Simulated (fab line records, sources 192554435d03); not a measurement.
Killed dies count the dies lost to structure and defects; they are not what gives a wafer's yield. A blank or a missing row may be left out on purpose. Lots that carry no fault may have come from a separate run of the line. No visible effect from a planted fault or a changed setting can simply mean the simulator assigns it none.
Matching of chambers    flow n5 finfet    4 sister chambers for N5_BEOL_M8_DESCUM_33 on rie diel-05
The step chemistry O2, time 7 s. 16 wafers are shown with their chamber, then 8 later ones without.

## WAFERS WITH THEIR CHAMBER
wafer   chamber  throttle valve pct (%)  showerhead plenum p Torr (Torr)  oes product au (a.u.)
L076.1  1        20.36                   2.06                             0.97
L076.2  2        19.93                   2.15                             0.70
L076.4  3        20.42                   2.09                             0.69
L074.2  2        19.95                   2.15                             0.69
L074.3  0        20.30                   2.21                             0.84
L074.4  3        20.43                   2.09                             0.69
L079.1  3        20.45                   2.08                             0.70
L079.2  1        20.39                   2.06                             0.95
L079.6  3        20.46                   2.08                             0.69
L080.1  3        20.47                   2.08                             0.69
L080.2  1        20.38                   2.05                             0.92
L080.4  0        20.32                   2.21                             0.83
L084.3  2        19.98                   2.14                             0.69
L084.5  1        20.39                   2.05                             0.91
L084.6  2        19.97                   2.14                             0.67
L086.1  0        20.33                   2.20                             0.82

SIGNATURES, as means of the wafers listed above
reading                   chamber 0  chamber 1  chamber 2  chamber 3  scatter within a chamber
throttle valve pct        20.3167    20.3800    19.9575    20.4460    0.0188
showerhead plenum p Torr  2.2067     2.0550     2.1450     2.0840     0.00568
oes product au            0.8300     0.9375     0.6875     0.6920     0.0159
Rule: a wafer lies at a distance from a chamber equal to the root of the sum of squares, over the readings, of (its reading less the chamber's mean, divided by the reading's scatter). The wafer belongs to the nearest chamber; if the next one is less than 2 further off, it can't be placed. The scatter: take each reading less its chamber's mean, square it, sum over the shown wafers, divide by the number of wafers less the number of chambers, and take the root.

## WAFERS WITH NO CHAMBER GIVEN
wafer   throttle valve pct (%)  showerhead plenum p Torr (Torr)  oes product au (a.u.)
L086.2  19.98                   2.14                             0.68
L086.3  20.50                   2.08                             0.69
L091.2  20.00                   2.13                             0.68
L091.3  20.34                   2.20                             0.81
L091.6  20.39                   2.05                             0.89
L095.2  20.02                   2.13                             0.67
L095.3  20.44                   2.05                             0.87
L095.4  20.38                   2.20                             0.80

## CHAMBER TAKEN BY EACH
wafer   from the rows above  in truth
L086.2  2                    2
L086.3  3                    3
L091.2  2                    2
L091.3  0                    0
L091.6  1                    1
L095.2  2                    2
L095.3  1                    1
L095.4  0                    0
Placed correctly: 8 of 8. Can't be placed from these rows: 0. Placed wrongly: 0.
